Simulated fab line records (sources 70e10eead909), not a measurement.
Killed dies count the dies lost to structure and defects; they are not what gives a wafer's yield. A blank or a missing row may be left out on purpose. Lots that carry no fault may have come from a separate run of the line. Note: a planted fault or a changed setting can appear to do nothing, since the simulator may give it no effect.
Matching of chambers + flow nandHarc + NHARC_THIN_TSV_DEP_43 on pecvd-01 has 3 sister chambers
The step deposits SiO2, target thk 1328.5 nm. 6 wafers are shown with their chamber, then 9 later ones without.

## EACH WAFER AND ITS CHAMBER
| wafer  | chamber | showerheadVppV (V) | throttleValvePct (%) |
|--------|---------|--------------------|----------------------|
| L083.3 | 1       | 1783               | 16.4                 |
| L083.6 | 0       | 1995               | 16.2                 |
| L091.6 | 0       | 2028               | 16.2                 |
| L092.1 | 2       | 1896               | 16.1                 |
| L092.3 | 1       | 1805               | 16.1                 |
| L092.4 | 2       | 1888               | 16.3                 |

## WAFERS WITH NO CHAMBER GIVEN
| wafer  | showerheadVppV (V) | throttleValvePct (%) |
|--------|--------------------|----------------------|
| L096.3 | 1884               | 16.2                 |
| L096.4 | 1900               | 16.2                 |
| L096.6 | 1804               | 16.5                 |
| L095.1 | 1998               | 16.5                 |
| L095.2 | 1796               | 16.2                 |
| L095.3 | 1868               | 16.2                 |
| L097.2 | 1826               | 16.3                 |
| L097.3 | 2039               | 16.7                 |
| L097.4 | 1786               | 16.6                 |

## WHICH CHAMBER EACH WENT THROUGH
| wafer  | from the rows above | in truth |
|--------|---------------------|----------|
| L096.3 | 2                   | 2        |
| L096.4 | 2                   | 2        |
| L096.6 | 1                   | 1        |
| L095.1 | 0                   | 0        |
| L095.2 | 1                   | 1        |
| L095.3 | 2                   | 2        |
| L097.2 | 1                   | 1        |
| L097.3 | 0                   | 0        |
| L097.4 | 1                   | 1        |
Correct placement for 9 of the 9. Number that these rows cannot place: 0. 0 placed wrongly.
How it was worked out, from the rows above alone: a wafer's distance from a chamber is the root of the sum, over the readings, of the square of ((its reading less the chamber's mean) divided by the reading's scatter). The wafer belongs to the nearest chamber; if the next one is less than 2 further off, it can't be placed. A chamber's mean is the mean of its shown wafers. The scatter: take each reading less its chamber's mean, square it, sum over the shown wafers, divide by the number of wafers less the number of chambers, and take the root.
